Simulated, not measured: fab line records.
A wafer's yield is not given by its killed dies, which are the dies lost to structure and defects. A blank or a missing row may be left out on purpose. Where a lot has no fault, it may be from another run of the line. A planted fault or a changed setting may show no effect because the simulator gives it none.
Chamber matching    flow nand-harc    NHARC_A_STAIRCASE_DESCUM_312 on rie-diel-13 has 4 sister chambers
The step chemistry O2, time 3 s. 8 wafers are shown with their chamber, then 10 later ones without.

WAFERS PAIRED WITH THEIR CHAMBERS
wafer   chamber  drypump-motor-current-A (A)  showerhead-plenum-p-Torr (Torr)
L079.2  3        5.0                          1.98
L084.1  2        5.8                          1.81
L084.5  1        5.2                          1.88
L087.2  3        5.0                          1.97
L087.3  1        5.2                          1.88
L087.4  0        6.4                          1.80
L088.3  0        6.4                          1.80
L088.4  2        5.7                          1.81

WAFERS WITH NO CHAMBER GIVEN
wafer   drypump-motor-current-A (A)  showerhead-plenum-p-Torr (Torr)
L088.6  5.0                          1.97
L091.1  5.2                          1.88
L091.3  6.5                          1.80
L091.4  5.0                          1.97
L092.2  5.2                          1.87
L092.4  5.0                          1.97
L092.6  5.0                          1.97
L094.2  6.4                          1.80
L094.5  5.1                          1.87
L094.6  5.8                          1.80

WHICH CHAMBER EACH ONE RAN IN
wafer   from the rows above  in truth
L088.6  3                    3
L091.1  1                    1
L091.3  0                    0
L091.4  3                    3
L092.2  1                    1
L092.4  3                    3
L092.6  3                    3
L094.2  0                    0
L094.5  1                    1
L094.6  2                    2
10 of 10 placed correctly. Number that these rows cannot place: 0. Placed wrongly: 0.
How it was worked out, from the rows above alone: a wafer's distance from a chamber is the root of the sum, over the readings, of the square of ((its reading less the chamber's mean) divided by the reading's scatter). The wafer belongs to the nearest chamber; if the next one is less than 2 further off, it can't be placed. Each chamber's mean is taken over the wafers shown for it. The scatter: the root of (the sum of the squares of (reading less its chamber's mean) over the shown wafers, divided by (wafers less chambers)).
